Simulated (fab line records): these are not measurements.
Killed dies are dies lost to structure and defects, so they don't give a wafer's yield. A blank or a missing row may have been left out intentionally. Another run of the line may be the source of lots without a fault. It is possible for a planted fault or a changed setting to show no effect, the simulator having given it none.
Chamber matching    flow n5-finfet    N5_BEOL_M7_DESCUM_16 on rie-diel-04: 4 sister chambers
The step chemistry O2, time 7.9 s. 20 wafers are shown with their chamber, then 10 later ones without.

== WAFERS PAIRED WITH THEIR CHAMBERS ==
wafer   chamber  throttle-valve-pct (%)  showerhead-plenum-p-Torr (Torr)  oes-product-au (a.u.)
L076.1  3        20.14                   2.12                             0.83
L076.3  0        20.93                   1.98                             0.68
L076.6  0        20.91                   1.98                             0.67
L077.1  1        20.60                   2.05                             0.66
L077.3  0        20.90                   1.98                             0.67
L077.6  0        20.91                   1.98                             0.67
L085.2  0        20.53                   2.25                             0.99
L085.3  3        20.17                   2.12                             0.82
L085.6  2        20.70                   2.21                             0.76
L086.1  2        20.72                   2.21                             0.76
L086.3  0        20.52                   2.25                             0.96
L086.6  1        20.15                   2.04                             0.98
L087.1  1        20.14                   2.04                             0.95
L087.3  3        20.19                   2.11                             0.80
L087.6  3        20.20                   2.11                             0.81
L089.2  3        20.19                   2.11                             0.79
L089.3  2        20.73                   2.20                             0.75
L089.4  1        20.14                   2.04                             0.95
L091.3  2        20.73                   2.20                             0.75
L091.5  0        20.52                   2.25                             0.94

SIGNATURES, as means of the wafers listed above
reading                   chamber 0  chamber 1  chamber 2  chamber 3  scatter within a chamber
throttle-valve-pct        20.7457    20.2575    20.7200    20.1780    0.162
showerhead-plenum-p-Torr  2.0957     2.0425     2.2050     2.1140     0.0885
oes-product-au            0.7971     0.8850     0.7550     0.8100     0.116
Rule: a wafer lies at a distance from a chamber equal to the root of the sum of squares, over the readings, of (its reading less the chamber's mean, divided by the reading's scatter). The wafer belongs to the nearest chamber; if the next one is less than 2 further off, it can't be placed. The scatter: the root of (the sum of the squares of (reading less its chamber's mean) over the shown wafers, divided by (wafers less chambers)).

== WAFERS WHOSE CHAMBER IS MISSING ==
wafer   throttle-valve-pct (%)  showerhead-plenum-p-Torr (Torr)  oes-product-au (a.u.)
L091.6  20.19                   2.11                             0.80
L092.3  20.16                   2.04                             0.94
L092.4  20.54                   2.25                             0.94
L092.6  20.75                   2.20                             0.74
L093.1  20.16                   2.04                             0.93
L093.2  20.20                   2.11                             0.80
L093.4  20.75                   2.20                             0.74
L094.1  20.74                   2.20                             0.74
L094.2  20.18                   2.04                             0.93
L094.5  20.73                   2.20                             0.73

== WHICH CHAMBER EACH WENT THROUGH ==
wafer   from the rows above                in truth
L091.6  can't be placed: 3 or 1            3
L092.3  can't be placed: 1 or 3            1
L092.4  can't be placed: 2 or 0 or 3 or 1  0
L092.6  can't be placed: 2 or 0            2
L093.1  can't be placed: 1 or 3            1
L093.2  can't be placed: 3 or 1            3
L093.4  can't be placed: 2 or 0            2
L094.1  can't be placed: 2 or 0            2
L094.2  can't be placed: 1 or 3            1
L094.5  can't be placed: 2 or 0            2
0 of 10 placed correctly. Not placeable from these rows: 10 (in 10, the candidates include the true chamber). Placed wrongly: 0.
